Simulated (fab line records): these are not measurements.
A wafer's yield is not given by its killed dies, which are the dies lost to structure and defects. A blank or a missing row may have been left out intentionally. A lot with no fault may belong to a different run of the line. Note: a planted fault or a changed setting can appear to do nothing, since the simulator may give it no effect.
fab line records | flow n5-finfet
record lots=24 wafers=72 last-day=17
route steps=1938 shown BEOL_M5@1128 BEOL_M6@1217
lots untouched by any fault: they come from a run of this same line in which no faults occurred
start-h: hours from the record's first day to the start of the lot's first wafer shown | wait-h: time in hours since the lot's previous step | " identical to the entry in the row above | L1.1+2: a single row standing in for several wafers | - either no value or no given start | * or withheld: withheld | < > ~ a bound
route shown NAME@n: NAME is a module with steps in the file, n the number in the route of the first one | usual: mean and standard deviation over wafers with no fault | same: alike in all rows | chamber/n: place in a boat | sites: readings site by site | _std_site: their standard deviation | _edge_site: the outer-site mean with the inner-site mean subtracted | radius-mm: how far each site lies from the wafer's centre | mask NAME#n: copy n | behind: the last tool/chamber to shape the wafer | hold: cause of the lot's hold/its duration in hours/its outcome | device: names the non-switching transistor (n, p or np) | end of line: tests of these same wafers at the route's end | a step with no rows: only its recipe | killed: the dies lost at the first sort to structure and to defects; this is not the yield of the wafer | map: dies across one wafer; x = killed, . = not, _ = none there
set.NAME: setting as actually run; set.NAME@STEP: the setting as run at that earlier step | model.NAME: the simulator's own value behind a step, which no gauge read
route steps across a sampled set of lots; one table per step, one row per wafer
services: when a tool's chamber went out of use (start-h, in hours from the record's first day, below 0 if earlier), for how many hours, and the reason
## steps
# step N5_BEOL_M5_INSPECT_13
# recipe mode=adi inspect-instrument=brightfield
# usual raw-defect-count=423/110
# columns lot.wafer tool chamber start-h wait-h raw-defect-count
L074.2 defect-inspect-02 - 167.20 0.0 460
L074.3 " - " " 481
L074.4 " - " " 513
L075.1 defect-inspect-02 - 183.80 0.1 344
L075.4 " - " " 358
L075.5 " - " " 620
L077.2 defect-inspect-02 - 185.83 0.0 453
L077.3 " - " " 417
L077.4 " - " " 297
L076.3 defect-inspect-01 - 189.17 0.0 469
L076.5 " - " " 400
L076.6 " - " " 400
L078.1 defect-inspect-02 - 193.01 0.1 537
L078.4 " - " " 716
L078.5 " - " " 446
L079.1 defect-inspect-01 - 194.84 0.1 311
L079.4 " - " " 503
L079.6 " - " " 287
L080.3 defect-inspect-02 - 208.69 0.0 335
L080.4 " - " " 344
L080.5 " - " " 252
L081.3 defect-inspect-01 - 217.92 0.0 472
L081.5 " - " " 356
L081.6 " - " " 479
L082.1 defect-inspect-02 - 221.22 0.1 450
L082.4 " - " " 547
L082.6 " - " " 458
L083.1 defect-inspect-01 - 225.18 0.1 361
L083.4 " - " " 269
L083.5 " - " " 364
L085.3 defect-inspect-01 - 240.64 0.1 307
L085.5 " - " " 322
L085.6 " - " " 413
L084.1 defect-inspect-01 - 247.15 0.1 275
L084.2 " - " " 435
L084.6 " - " " 490
L086.1 defect-inspect-01 - 249.38 0.2 222
L086.5 " - " " 519
L086.6 " - " " 314
L088.2 defect-inspect-01 - 252.36 0.0 425
L088.5 " - " " 432
L088.6 " - " " 414
L087.1 defect-inspect-01 - 263.13 0.1 532
L087.2 " - " " 478
L087.3 " - " " 604
L089.1 defect-inspect-01 - 265.02 0.1 484
L089.4 " - " " 445
L089.6 " - " " 486
L090.2 defect-inspect-01 - 268.56 0.0 462
L090.3 " - " " 362
L090.6 " - " " 373
L091.1 defect-inspect-01 - 268.60 0.1 346
L091.2 " - " " 458
L091.3 " - " " 347
L093.1 defect-inspect-02 - 279.52 0.1 546
L093.5 " - " " 595
L093.6 " - " " 549
L092.2 defect-inspect-01 - 286.23 0.0 203
L092.4 " - " " 393
L092.5 " - " " 297
L094.1 defect-inspect-02 - 300.72 0.1 386
L094.3 " - " " 374
L094.4 " - " " 354
L095.2 defect-inspect-02 - 302.93 0.0 807
L095.4 " - " " 598
L095.5 " - " " 543
L096.1 defect-inspect-01 - 310.45 0.1 290
L096.3 " - " " 291
L096.6 " - " " 379
L097.3 defect-inspect-02 - 317.96 0.0 370
L097.4 " - " " 385
L097.6 " - " " 387
# step N5_BEOL_M5_STRIP_36
# recipe chemistry=N2/H2 power-w=450 temp-c=40 pressure-mtorr=20 rf-frequency-hz=6e+07 overash-fraction=0.3 bias-power-w=7 h2-frac=0.5 n2-flow-sccm=200 h2-flow-sccm=200
# usual drypump-motor-current-A=5.8/0.5 h2-flow-sccm=200.1/0.61 oes-product-au=0.81/0.078 rf-vpp-V=59.4/1.4 showerhead-plenum-p-Torr=2.58/0.08 throttle-valve-pct=23.51/0.18
# columns lot.wafer tool chamber start-h wait-h drypump-motor-current-A h2-flow-sccm oes-product-au rf-hours-counter-h rf-vpp-V showerhead-plenum-p-Torr throttle-valve-pct
L074.2 rie-diel-02 3 168.49 0.0 4.9 200.2 0.69 231 58.5 2.61 23.51
L074.3 " 2 " " 5.1 199.6 0.83 83 56.8 2.46 23.60
L074.4 " 0 " " 6.1 199.6 0.77 140 60.4 2.66 23.49
L075.1 rie-diel-03 0 185.53 0.0 5.7 200.5 0.94 20 59.3 2.49 23.07
L075.4 " 1 " " 6.6 200.4 0.72 201 59.7 2.62 23.59
L075.5 " 1 " " 6.6 200.1 0.73 - 58.1 2.62 23.58
L077.2 rie-diel-02 1 187.70 0.0 5.8 200.6 0.68 244 59.7 2.50 23.93
L077.3 " 3 " " 4.9 200.5 0.70 237 60.3 2.60 23.52
L077.4 " 0 " " 6.1 200.2 0.76 146 60.1 2.66 23.51
L076.3 rie-diel-03 1 192.54 0.0 6.6 200.5 0.71 204 61.0 2.62 23.58
L076.5 " 2 " " 6.4 199.9 0.88 - 60.8 2.71 23.52
L076.6 " 3 " " 5.8 200.4 0.91 - 60.6 2.59 23.49
L078.1 rie-diel-01 0 196.80 0.0 5.8 199.8 0.84 53 61.6 2.68 23.63
L078.4 " 1 " " 5.7 200.1 0.78 140 60.6 2.55 23.57
L078.5 " 0 " " 5.8 199.4 0.84 - 59.7 2.68 23.62
L079.1 rie-diel-02 0 196.86 0.0 6.1 200.0 0.75 148 59.5 2.66 23.48
L079.4 " 3 " " 4.9 200.6 0.69 239 58.5 2.60 23.52
L079.6 " 3 " " 4.9 200.9 0.68 - 58.5 2.60 23.53
L080.3 rie-diel-01 0 209.81 0.0 5.8 199.4 0.84 56 62.0 2.68 23.62
L080.4 " 1 " " 5.7 199.4 0.78 143 58.1 2.55 23.58
L080.5 " 3 " " 5.5 200.1 0.89 - 59.2 2.58 23.49
L081.3 rie-diel-03 0 219.24 0.0 5.7 200.0 0.92 30 58.5 2.49 23.08
L081.5 " 0 " " 5.6 199.7 0.90 - 59.2 2.49 23.07
L081.6 " 3 " " 5.8 200.1 0.88 - 59.9 2.58 23.51
L082.1 rie-diel-01 0 223.64 0.0 5.8 200.3 0.82 60 59.4 2.68 23.60
L082.4 " 3 " " 5.5 200.1 0.87 48 59.7 2.58 23.48
L082.6 " 0 " " 5.8 199.7 0.82 - 58.8 2.68 23.63
L083.1 rie-diel-02 2 227.76 0.0 5.0 200.5 0.79 97 59.7 2.46 23.64
L083.4 " 3 " " 4.9 200.0 0.68 - 57.9 2.60 23.55
L083.5 " 0 " " 6.1 201.4 0.75 - 58.2 2.65 23.50
L085.3 rie-diel-02 1 242.36 0.0 5.9 199.3 0.99 1 62.4 2.49 23.56
L085.5 " 2 " " 5.1 200.6 0.79 - 61.0 2.45 23.66
L085.6 " 3 " " 4.9 199.4 0.68 - 60.7 2.60 23.56
L084.1 rie-diel-01 1 250.48 0.0 5.7 199.8 0.76 158 60.4 2.54 23.61
L084.2 " 3 " " 5.5 199.2 0.86 56 60.2 2.57 23.50
L084.6 " 0 " " 5.8 199.3 0.81 - 58.7 2.67 23.63
L086.1 rie-diel-03 2 250.86 0.0 6.4 200.2 0.84 58 60.3 2.70 23.54
L086.5 " 2 " " 6.4 201.3 0.83 - 55.7 2.70 23.52
L086.6 " 1 " " 6.6 199.5 0.71 - 60.5 2.61 23.60
L088.2 rie-diel-02 3 255.21 0.0 4.9 199.5 0.67 259 60.1 2.59 23.57
L088.5 " 1 " " 5.8 199.2 0.96 - 61.5 2.49 23.58
L088.6 " 0 " " 6.1 199.9 0.74 - 59.0 2.65 23.52
L087.1 rie-diel-02 2 264.43 0.0 5.1 200.2 0.78 110 56.5 2.45 23.64
L087.2 " 0 " " 6.1 199.3 0.74 169 60.8 2.65 23.50
L087.3 " 1 " " 5.8 200.2 0.95 9 60.8 2.49 23.60
L089.1 rie-diel-03 0 266.30 0.0 5.7 199.8 0.90 42 59.1 2.48 23.08
L089.4 " 2 " " 6.4 201.7 0.84 63 59.9 2.70 23.54
L089.6 " 3 " " 5.7 199.3 0.88 - 62.0 2.58 23.55
L090.2 rie-diel-01 1 270.32 0.0 5.7 200.2 0.75 163 61.1 2.54 23.59
L090.3 " 0 " " 5.8 201.0 0.81 74 59.5 2.67 23.64
L090.6 " 2 " " 4.8 199.7 0.80 - 57.2 2.45 23.18
L091.1 rie-diel-02 1 270.61 0.0 5.8 199.9 0.93 12 59.7 2.49 23.57
L091.2 " 0 " " 6.1 200.9 0.73 172 59.9 2.65 23.53
L091.3 " 0 " " 6.1 200.4 0.74 - 60.6 2.64 23.49
L093.1 rie-diel-03 1 281.95 0.0 6.6 200.5 0.70 234 60.8 2.61 23.59
L093.5 " 3 " " 5.8 200.1 0.86 - 59.6 2.57 23.54
L093.6 " 2 " " 6.4 200.4 0.83 - 60.4 2.70 23.57
L092.2 rie-diel-03 1 287.86 0.0 6.6 200.2 0.70 236 61.9 2.61 23.61
L092.4 " 3 " " 5.7 200.8 0.85 59 60.1 2.57 23.54
L092.5 " 3 " " 5.7 200.2 0.85 - 56.4 2.57 23.54
L094.1 rie-diel-03 2 302.61 0.0 6.4 200.0 0.83 75 59.3 2.69 23.55
L094.3 " 0 " " 5.7 200.3 0.88 52 57.3 2.48 23.14
L094.4 " 3 " " 5.7 199.9 0.85 64 58.9 2.57 23.55
L095.2 rie-diel-03 3 307.06 0.0 5.8 200.2 0.84 65 60.1 2.57 23.57
L095.4 " 1 " " 6.6 200.7 0.69 241 61.5 2.60 23.65
L095.5 " 2 " " 6.4 199.9 0.82 - 58.8 2.69 23.54
L096.1 rie-diel-03 0 311.74 0.0 5.7 200.2 0.87 55 58.8 2.48 23.10
L096.3 " 1 " " 6.6 200.6 0.69 243 57.3 2.60 23.63
L096.6 " 0 " " 5.7 200.2 0.87 - 58.9 2.48 23.11
L097.3 rie-diel-03 3 320.52 0.0 5.7 199.8 0.82 69 59.0 2.57 23.57
L097.4 " 2 " " 6.4 200.7 0.82 80 58.4 2.69 23.55
L097.6 " 2 " " 6.4 200.1 0.83 - 62.0 2.69 23.54
# step N5_BEOL_M5_TRENCH_ETCH_37
# recipe chemistry=C4F6/O2 target-depth-a=716.52 target=SiCOH_lowk time-s=24.7 ion-energy-ev=250 pressure-mtorr=30 source-w=345 bias-w=185 Ar_flow_sccm=300 C4F6_flow_sccm=10 O2_flow_sccm=10
# usual drypump-motor-current-A=5.8/0.5 mfc-ar-sccm=299.9/0.92 oes-product-au=0.81/0.078 rf-vpp-V=667/4.9 showerhead-plenum-p-Torr=2.89/0.081 throttle-valve-pct=20.82/0.24
# columns lot.wafer tool chamber start-h wait-h drypump-motor-current-A mfc-ar-sccm oes-product-au rf-hours-counter-h rf-vpp-V showerhead-plenum-p-Torr throttle-valve-pct
L074.2 rie-diel-02 3 - - 4.9 301.8 0.69 231 670 2.92 21.06
L074.3 " 2 " " 5.1 299.9 0.81 83 660 2.77 20.96
L074.4 " 0 " " 6.1 298.5 0.76 140 665 2.95 20.48
L075.1 rie-diel-03 0 - - 5.7 300.1 0.93 20 673 2.80 20.38
L075.4 " 1 " " 6.6 299.6 0.73 201 667 2.93 20.95
L075.5 " 1 " " 6.6 300.9 0.73 - 666 2.93 20.92
L077.2 rie-diel-02 1 - - 5.8 299.0 0.68 244 667 2.81 21.40
L077.3 " 3 " " 4.9 299.5 0.69 237 669 2.92 21.08
L077.4 " 0 " " 6.1 298.7 0.76 146 665 2.95 20.49
L076.3 rie-diel-03 1 - - 6.6 301.7 0.73 204 665 2.93 20.94
L076.5 " 2 " " 6.4 300.8 0.88 - 660 3.01 20.74
L076.6 " 3 " " 5.7 301.2 0.92 - 668 2.90 20.76
L078.1 rie-diel-01 0 - - 5.8 299.3 0.84 53 669 3.01 21.05
L078.4 " 1 " " 5.7 299.4 0.78 140 671 2.85 20.84
L078.5 " 0 " " 5.8 299.5 0.84 - 668 3.01 21.06
L079.1 rie-diel-02 0 - - 6.1 299.7 0.76 148 665 2.95 20.49
L079.4 " 3 " " 4.9 300.1 0.68 239 670 2.92 21.07
L079.6 " 3 " " 4.9 300.4 0.69 - 671 2.92 21.07
L080.3 rie-diel-01 0 - - 5.8 299.9 0.83 56 666 3.01 21.05
L080.4 " 1 " " 5.7 299.4 0.77 143 670 2.85 20.86
L080.5 " 3 " " 5.5 299.8 0.87 - 679 2.90 20.84
L081.3 rie-diel-03 0 - - 5.7 298.3 0.91 30 673 2.79 20.39
L081.5 " 0 " " 5.7 298.8 0.90 - 674 2.79 20.41
L081.6 " 3 " " 5.8 299.0 0.91 - 667 2.89 20.80
L082.1 rie-diel-01 0 - - 5.8 299.8 0.83 60 668 3.01 21.08
L082.4 " 3 " " 5.6 302.7 0.87 48 679 2.90 20.87
L082.6 " 0 " " 5.8 299.5 0.84 - 669 3.01 21.05
L083.1 rie-diel-02 2 - - 5.1 299.0 0.80 97 660 2.76 20.98
L083.4 " 3 " " 4.9 299.8 0.68 - 669 2.91 21.10
L083.5 " 0 " " 6.1 299.6 0.76 - 665 2.94 20.51
L085.3 rie-diel-02 1 - - 5.8 298.1 0.99 1 666 2.81 21.03
L085.5 " 2 " " 5.1 299.7 0.79 - 659 2.76 20.99
L085.6 " 3 " " 4.9 299.9 0.67 - 669 2.91 21.10
L084.1 rie-diel-01 1 - - 5.7 299.6 0.76 158 670 2.85 20.87
L084.2 " 3 " " 5.5 298.7 0.86 56 678 2.90 20.90
L084.6 " 0 " " 5.8 299.1 0.83 - 667 3.01 21.08
L086.1 rie-diel-03 2 - - 6.4 302.2 0.84 58 660 3.00 20.74
L086.5 " 2 " " 6.4 300.7 0.84 - 660 3.00 20.74
L086.6 " 1 " " 6.6 300.5 0.70 - 667 2.92 20.97
L088.2 rie-diel-02 3 - - 4.9 300.1 0.67 259 670 2.91 21.10
L088.5 " 1 " " 5.8 300.3 0.97 - 666 2.80 21.02
L088.6 " 0 " " 6.1 300.1 0.75 - 666 2.94 20.50
L087.1 rie-diel-02 2 - - 5.1 300.7 0.78 110 660 2.76 21.00
L087.2 " 0 " " 6.1 300.9 0.74 169 665 2.94 20.51
L087.3 " 1 " " 5.9 300.1 0.95 9 666 2.80 21.03
L089.1 rie-diel-03 0 - - 5.7 300.8 0.90 42 674 2.79 20.41
L089.4 " 2 " " 6.4 300.6 0.84 63 661 3.00 20.76
L089.6 " 3 " " 5.8 299.7 0.87 - 669 2.89 20.81
L090.2 rie-diel-01 1 - - 5.7 299.7 0.76 163 668 2.84 20.88
L090.3 " 0 " " 5.8 298.9 0.81 75 666 3.00 21.08
L090.6 " 2 " " 4.8 300.5 0.80 - 666 2.75 20.63
L091.1 rie-diel-02 1 - - 5.8 300.0 0.94 12 666 2.80 21.06
L091.2 " 0 " " 6.1 300.1 0.73 172 666 2.94 20.53
L091.3 " 0 " " 6.1 299.8 0.73 - 666 2.94 20.52
L093.1 rie-diel-03 1 - - 6.6 299.0 0.70 234 667 2.91 20.99
L093.5 " 3 " " 5.8 299.0 0.86 - 669 2.88 20.82
L093.6 " 2 " " 6.4 299.8 0.83 - 659 3.00 20.78
L092.2 rie-diel-03 1 - - 6.6 298.7 0.71 236 665 2.91 21.00
L092.4 " 3 " " 5.8 299.7 0.87 59 667 2.88 20.81
L092.5 " 3 " " 5.7 300.3 0.86 - 668 2.88 20.82
L094.1 rie-diel-03 2 - - 6.4 299.8 0.83 75 660 2.99 20.78
L094.3 " 0 " " 5.7 301.6 0.87 52 672 2.78 20.44
L094.4 " 3 " " 5.7 299.1 0.85 64 668 2.88 20.83
L095.2 rie-diel-03 3 - - 5.7 301.2 0.86 65 668 2.88 20.83
L095.4 " 1 " " 6.6 298.1 0.70 241 666 2.91 21.00
L095.5 " 2 " " 6.4 300.5 0.82 - 660 2.99 20.77
L096.1 rie-diel-03 0 - - 5.7 299.5 0.86 55 673 2.78 20.45
L096.3 " 1 " " 6.5 299.2 0.70 243 665 2.91 21.00
L096.6 " 0 " " 5.7 298.1 0.86 - 673 2.78 20.42
L097.3 rie-diel-03 3 - - 5.7 300.6 0.86 69 668 2.88 20.85
L097.4 " 2 " " 6.4 299.5 0.82 80 660 2.99 20.79
L097.6 " 2 " " 6.4 299.3 0.83 - 659 2.99 20.79
# step N5_BEOL_M5_SURFACE_TREAT_87
# recipe gas=Ar time-s=* ion-energy-ev=* ion-current-ma-cm2=0.5 pressure-mtorr=* ar-flow-sccm=30
# usual ar-flow-sccm=30.00/0.087 throttle-valve-pct=*
# columns lot.wafer tool chamber start-h wait-h ar-flow-sccm throttle-valve-pct
L074.2 pvd-sputter-02 - 169.96 0.4 29.97 *
L074.3 " - " " 29.99 *
L074.4 " - " " 29.99 *
L075.1 pvd-sputter-01 - 187.85 0.5 30.13 *
L075.4 " - " " 29.89 *
L075.5 " - " " 29.99 *
L077.2 pvd-sputter-02 - 189.35 0.2 29.98 *
L077.3 " - " " 30.10 *
L077.4 " - " " 30.09 *
L076.3 pvd-sputter-02 - 194.22 0.3 29.94 *
L076.5 " - " " 29.94 *
L076.6 " - " " 30.04 *
L078.1 pvd-sputter-03 - 198.25 0.3 29.96 *
L078.4 " - " " 29.97 *
L078.5 " - " " 29.92 *
L079.1 pvd-sputter-03 - 198.29 0.2 29.88 *
L079.4 " - " " 30.09 *
L079.6 " - " " 30.05 *
L080.3 pvd-sputter-03 - 210.93 0.1 30.06 *
L080.4 " - " " 30.12 *
L080.5 " - " " 29.97 *
L081.3 pvd-sputter-01 - 221.52 0.1 29.89 *
L081.5 " - " " 29.99 *
L081.6 " - " " 29.95 *
L082.1 pvd-sputter-03 - 224.79 0.2 30.04 *
L082.4 " - " " 29.96 *
L082.6 " - " " 30.00 *
L083.1 pvd-sputter-02 - 229.08 0.1 30.00 *
L083.4 " - " " 29.85 *
L083.5 " - " " 30.01 *
L085.3 pvd-sputter-01 - 244.48 0.2 29.95 *
L085.5 " - " " 29.98 *
L085.6 " - " " 29.98 *
L084.1 pvd-sputter-02 - 251.76 0.2 29.95 *
L084.2 " - " " 30.12 *
L084.6 " - " " 30.08 *
L086.1 pvd-sputter-03 - 252.37 0.3 30.04 *
L086.5 " - " " 29.98 *
L086.6 " - " " 29.99 *
L088.2 pvd-sputter-03 - 256.87 0.3 29.84 *
L088.5 " - " " 29.98 *
L088.6 " - " " 29.80 *
L087.1 pvd-sputter-03 - 265.53 0.1 29.92 *
L087.2 " - " " 30.03 *
L087.3 " - " " 30.08 *
L089.1 pvd-sputter-01 - 268.25 0.2 29.98 *
L089.4 " - " " 30.15 *
L089.6 " - " " 29.88 *
L090.2 pvd-sputter-02 - 271.59 0.2 29.84 *
L090.3 " - " " 29.98 *
L090.6 " - " " 29.72 *
L091.1 pvd-sputter-02 - 271.83 0.2 30.00 *
L091.2 " - " " 30.02 *
L091.3 " - " " 30.00 *
L093.1 pvd-sputter-02 - 283.46 0.1 30.10 *
L093.5 " - " " 30.06 *
L093.6 " - " " 30.03 *
L092.2 pvd-sputter-01 - 289.04 0.2 30.05 *
L092.4 " - " " 29.94 *
L092.5 " - " " 30.04 *
L094.1 pvd-sputter-02 - 303.89 0.2 29.89 *
L094.3 " - " " 30.14 *
L094.4 " - " " 29.93 *
L095.2 pvd-sputter-03 - 308.54 0.2 30.01 *
L095.4 " - " " 30.11 *
L095.5 " - " " 30.03 *
L096.1 pvd-sputter-01 - 313.00 0.2 30.10 *
L096.3 " - " " 30.12 *
L096.6 " - " " 29.97 *
L097.3 pvd-sputter-03 - 321.63 0.2 29.88 *
L097.4 " - " " 29.91 *
L097.6 " - " " 30.03 *
# step N5_BEOL_M5_SPUTTER_90
# recipe material=Cu target-thk-a=45 temp-c=-20 chamber-pressure-pa=0.07 power-w=withheld time-s=8.29
# usual chuck-gas-flow-sccm=1.27/0.056 throttle-valve-pct=30.3/0.89
# columns lot.wafer tool chamber start-h wait-h chuck-gas-flow-sccm throttle-valve-pct
L074.2 pvd-sputter-01 - 176.02 0.5 1.30 30.4
L074.3 " - " " 1.23 30.7
L074.4 " - " " 1.29 31.8
L075.1 pvd-sputter-03 - 192.47 0.5 1.20 28.3
L075.4 " - " " 1.29 30.6
L075.5 " - " " 1.34 31.1
L077.2 pvd-sputter-02 - 194.00 0.5 1.28 30.2
L077.3 " - " " 1.35 31.3
L077.4 " - " " 1.28 29.6
L076.3 pvd-sputter-02 - 198.81 0.5 1.20 29.8
L076.5 " - " " 1.29 29.7
L076.6 " - " " 1.37 31.5
L078.1 pvd-sputter-01 - 202.85 0.5 1.30 30.4
L078.4 " - " " 1.28 28.9
L078.5 " - " " 1.38 31.5
L079.1 pvd-sputter-03 - 203.21 0.5 1.14 30.4
L079.4 " - " " 1.24 28.3
L079.6 " - " " 1.24 28.5
L080.3 pvd-sputter-03 - 215.49 0.5 1.28 30.2
L080.4 " - " " 1.15 30.4
L080.5 " - " " 1.25 30.4
L081.3 pvd-sputter-02 - 226.08 0.5 1.21 29.8
L081.5 " - " " 1.25 29.4
L081.6 " - " " 1.30 31.2
L082.1 pvd-sputter-03 - 229.44 0.5 1.24 30.2
L082.4 " - " " 1.27 28.7
L082.6 " - " " 1.27 30.3
L083.1 pvd-sputter-03 - 233.87 0.5 1.27 30.2
L083.4 " - " " 1.24 30.9
L083.5 " - " " 1.24 30.8
L085.3 pvd-sputter-01 - 249.08 0.5 1.34 30.3
L085.5 " - " " 1.20 31.1
L085.6 " - " " 1.34 31.5
L084.1 pvd-sputter-02 - 256.45 0.5 1.34 29.2
L084.2 " - " " 1.30 30.0
L084.6 " - " " 1.12 29.5
L086.1 pvd-sputter-01 - 257.21 0.5 1.32 30.3
L086.5 " - " " 1.32 31.6
L086.6 " - " " 1.34 28.7
L088.2 pvd-sputter-02 - 261.47 0.5 1.24 29.4
L088.5 " - " " 1.18 31.6
L088.6 " - " " 1.27 29.6
L087.1 pvd-sputter-02 - 270.19 0.5 1.20 31.5
L087.2 " - " " 1.32 29.4
L087.3 " - " " 1.26 29.8
L089.1 pvd-sputter-01 - 272.96 0.5 1.29 31.6
L089.4 " - " " 1.29 29.1
L089.6 " - " " 1.29 28.6
L090.2 pvd-sputter-02 - 276.22 0.5 1.31 30.1
L090.3 " - " " 1.17 29.4
L090.6 " - " " 1.32 29.4
L091.1 pvd-sputter-01 - 277.48 0.5 1.27 31.7
L091.2 " - " " 1.27 28.9
L091.3 " - " " 1.29 30.8
L093.1 pvd-sputter-03 - 288.03 0.5 1.26 30.1
L093.5 " - " " 1.30 30.2
L093.6 " - " " 1.17 30.6
L092.2 pvd-sputter-02 - 293.63 0.5 1.41 30.4
L092.4 " - " " 1.26 29.7
L092.5 " - " " 1.32 31.3
L094.1 pvd-sputter-02 - 308.48 0.5 1.30 29.6
L094.3 " - " " 1.27 30.2
L094.4 " - " " 1.24 31.4
L095.2 pvd-sputter-02 - 313.16 0.5 1.27 29.7
L095.4 " - " " 1.36 30.4
L095.5 " - " " 1.31 30.2
L096.1 pvd-sputter-02 - 317.59 0.5 1.25 29.5
L096.3 " - " " 1.25 31.1
L096.6 " - " " 1.18 29.6
L097.3 pvd-sputter-03 - 326.23 0.5 1.19 31.0
L097.4 " - " " 1.31 30.4
L097.6 " - " " 1.20 30.5
# step N5_BEOL_M6_CD_MEAS_18
# recipe pitch-nm=80 target-cd-nm=40
# usual cd-nm=40.0/0.49
# columns lot.wafer tool chamber start-h wait-h cd-nm
L074.2 cd-sem-01 - 180.47 0.1 40.7
L074.3 " - " " 40.3
L074.4 " - " " 40.0
L075.1 cd-sem-03 - 198.27 0.0 40.0
L075.4 " - " " 39.5
L075.5 " - " " 40.3
L077.2 cd-sem-01 - 198.41 0.1 39.7
L077.3 " - " " 40.1
L077.4 " - " " 40.3
L076.3 cd-sem-03 - 202.35 0.1 41.0
L076.5 " - " " 40.8
L076.6 " - " " 40.5
L078.1 cd-sem-01 - 205.90 0.0 39.4
L078.4 " - " " 39.0
L078.5 " - " " 38.9
L079.1 cd-sem-03 - 206.07 0.0 38.9
L079.4 " - " " 39.7
L079.6 " - " " 40.3
L080.3 cd-sem-01 - 219.54 0.1 40.6
L080.4 " - " " 40.0
L080.5 " - " " 40.4
L081.3 cd-sem-03 - 229.39 0.1 39.8
L081.5 " - " " 39.9
L081.6 " - " " 39.8
L082.1 cd-sem-03 - 233.13 0.0 40.2
L082.4 " - " " 40.6
L082.6 " - " " 39.7
L083.1 cd-sem-01 - 237.16 0.0 40.2
L083.4 " - " " 40.8
L083.5 " - " " 40.6
L085.3 cd-sem-01 - 252.49 0.1 39.4
L085.5 " - " " 40.3
L085.6 " - " " 40.0
L084.1 cd-sem-01 - 262.12 0.0 39.7
L084.2 " - " " 39.8
L084.6 " - " " 39.6
L086.1 cd-sem-02 - 262.43 0.0 40.1
L086.5 " - " " 40.1
L086.6 " - " " 40.1
L088.2 cd-sem-01 - 266.12 0.1 40.7
L088.5 " - " " 40.0
L088.6 " - " " 40.2
L087.1 cd-sem-02 - 275.58 0.0 40.9
L087.2 " - " " 40.4
L087.3 " - " " 40.4
L089.1 cd-sem-01 - 276.68 0.0 39.6
L089.4 " - " " 39.1
L089.6 " - " " 39.4
L090.2 cd-sem-02 - 280.05 0.1 40.7
L090.3 " - " " 41.1
L090.6 " - " " 40.9
L091.1 cd-sem-01 - 283.97 0.0 39.8
L091.2 " - " " 39.4
L091.3 " - " " 39.8
L093.1 cd-sem-03 - 293.53 0.0 39.7
L093.5 " - " " 40.4
L093.6 " - " " 40.1
L092.2 cd-sem-03 - 297.69 0.1 39.6
L092.4 " - " " 39.7
L092.5 " - " " 39.4
L094.1 cd-sem-01 - 313.18 0.0 40.2
L094.3 " - " " 40.1
L094.4 " - " " 40.3
L095.2 cd-sem-02 - 318.59 0.1 39.9
L095.4 " - " " 39.9
L095.5 " - " " 40.1
L096.1 cd-sem-01 - 321.65 0.0 39.8
L096.3 " - " " 40.3
L096.6 " - " " 39.5
L097.3 cd-sem-03 - 331.14 0.1 39.8
L097.4 " - " " 38.9
L097.6 " - " " 39.8
## services
# columns tool chamber start-h hours kind
rie-diel-03 3 151.46 4.3 repair
pvd-sputter-02 - 153.37 1.0 repair
pvd-sputter-03 - 169.70 3.3 repair
rie-diel-03 2 170.31 8.0 repair
rie-diel-02 1 210.87 - clean
rie-diel-02 1 210.87 - consumable-replace:focus-ring
rie-diel-02 1 210.87 26.1 scheduled-down
rie-diel-02 1 210.87 26.1 vent-cycle
rie-diel-03 3 214.67 3.1 repair
rie-diel-01 0 216.59 1.2 repair
rie-diel-02 - 219.04 0.7 repair
rie-diel-03 2 224.91 9.3 repair
rie-diel-03 0 240.51 12.8 repair
rie-diel-02 3 256.42 2.8 repair
rie-diel-02 3 259.42 - clean
rie-diel-02 3 259.42 - consumable-replace:focus-ring
rie-diel-02 3 259.42 25.7 scheduled-down
rie-diel-02 3 259.42 25.7 vent-cycle
rie-diel-02 2 267.02 6.3 repair
pvd-sputter-01 - 300.26 1.2 repair
rie-diel-01 0 301.30 18.0 repair
rie-diel-01 2 304.72 3.9 repair
rie-diel-02 - 315.20 0.5 repair
## key
fault none
